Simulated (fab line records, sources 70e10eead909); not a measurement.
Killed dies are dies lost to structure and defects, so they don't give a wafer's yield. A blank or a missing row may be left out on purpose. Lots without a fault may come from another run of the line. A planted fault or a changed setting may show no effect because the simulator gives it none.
Tool commonality check | flow nand_harc | 2 lots, 6 wafers sampled

WHY IT WAS OPENED
At NHARC_END_SORT_01 the reading killed_at_array is flagged on 2 of 2 lots. Wafers without a fault read 26, standard deviation 11.
Rule: a lot is flagged when every wafer of it that has a number lies more than 4 standard deviations from that mean, or none has a number. The other lots count as sound.

lot  | measured     | on        | killed_at_array, wafer by wafer | flag
L740 | day 23 11:49 | prober-01 | 677 676 675                     | FLAGGED
L745 | day 23 22:02 | prober-01 | 674 673 671                     | FLAGGED
The numbers of the flagged lots are 674 on average: +648 against the usual, or +59 standard deviations.

WHICH TOOL RAN EACH LOT
The record holds 4 process steps before the reading, out of a route of 1159 steps. In each cell: the tool, then ch and the chambers that the sampled wafers went through, then the start.
lot  | flag    | NHARC_A_CHANNEL_HOLE_D1_ETCH_20  | NHARC_A_CHANNEL_HOLE_D1_ETCH_23  | NHARC_A_CHANNEL_FILL_D1_ETCHBACK_20 | NHARC_A_CHANNEL_FILL_D1_ALD_25
L740 | FLAGGED | har_etch-02 ch 0,1, day 12 13:51 | har_etch-02 ch 0,1, day 12 15:14 | rie_diel-13 ch 0,3, day 13 20:17    | ald_hk-04 ch 0,1,3, day 14 10:35
L745 | FLAGGED | har_etch-01 ch 0,1, day 12 19:10 | har_etch-01 ch 0,1, day 12 20:40 | rie_diel-13 ch 0,1, day 14 03:44    | ald_hk-01 ch 0,2,3, day 14 17:43
What these steps do:
- NHARC_A_CHANNEL_HOLE_D1_ETCH_20: etches the open film in C4F8/O2/Ar, time 361.9 s, target depth 1600 nm.
- NHARC_A_CHANNEL_HOLE_D1_ETCH_23: etches the open film in C4F8/O2/Ar, time 819 s, target depth 1600 nm.
- NHARC_A_CHANNEL_FILL_D1_ETCHBACK_20: etches the open film in C4F8/O2/Ar, target depth 27 nm, time 13.5 s.
- NHARC_A_CHANNEL_FILL_D1_ALD_25: deposits SiOx, target thk 60 nm, pulse time 10 s, ald cycles 600.
- NHARC_END_SORT_01

FLAGGED OVER TOTAL, TOOL BY TOOL (the gauges that took the reading come last)
step                                | tool        | lots run | flagged | share of the flagged lots | sound lots run after its first flagged lot
NHARC_A_CHANNEL_HOLE_D1_ETCH_20     | har_etch-01 | 1        | 1       | some                      | 0
NHARC_A_CHANNEL_HOLE_D1_ETCH_20     | har_etch-02 | 1        | 1       | some                      | 0
NHARC_A_CHANNEL_HOLE_D1_ETCH_23     | har_etch-01 | 1        | 1       | some                      | 0
NHARC_A_CHANNEL_HOLE_D1_ETCH_23     | har_etch-02 | 1        | 1       | some                      | 0
NHARC_A_CHANNEL_FILL_D1_ETCHBACK_20 | rie_diel-13 | 2        | 2       | all                       | 0
NHARC_A_CHANNEL_FILL_D1_ALD_25      | ald_hk-01   | 1        | 1       | some                      | 0
NHARC_A_CHANNEL_FILL_D1_ALD_25      | ald_hk-04   | 1        | 1       | some                      | 0
NHARC_END_SORT_01                   | prober-01   | 2        | 2       | all                       | 0

WHAT THE TABLE ALLOWS
2 rows of the table ran every flagged lot: rie_diel-13 at NHARC_A_CHANNEL_FILL_D1_ETCHBACK_20, prober-01 at NHARC_END_SORT_01.
- rie_diel-13 at NHARC_A_CHANNEL_FILL_D1_ETCHBACK_20: 2 of its 2 lots flagged. It ran no sound lot before its first flagged lot in this sample, so the start can't be narrowed down. Its own readings lie more than 4 standard deviations out on every wafer of the flagged lots: oes_product_au.
- prober-01 at NHARC_END_SORT_01: 2 of its 2 lots flagged. It ran no sound lot before its first flagged lot in this sample, so the start can't be narrowed down.
Counting lots can't tell these 2 tools apart, because each fits a fault that began at some hour. More lots, or a look at what each step does to the wafer, might.

WHAT THE SIMULATOR HAD PUT IN
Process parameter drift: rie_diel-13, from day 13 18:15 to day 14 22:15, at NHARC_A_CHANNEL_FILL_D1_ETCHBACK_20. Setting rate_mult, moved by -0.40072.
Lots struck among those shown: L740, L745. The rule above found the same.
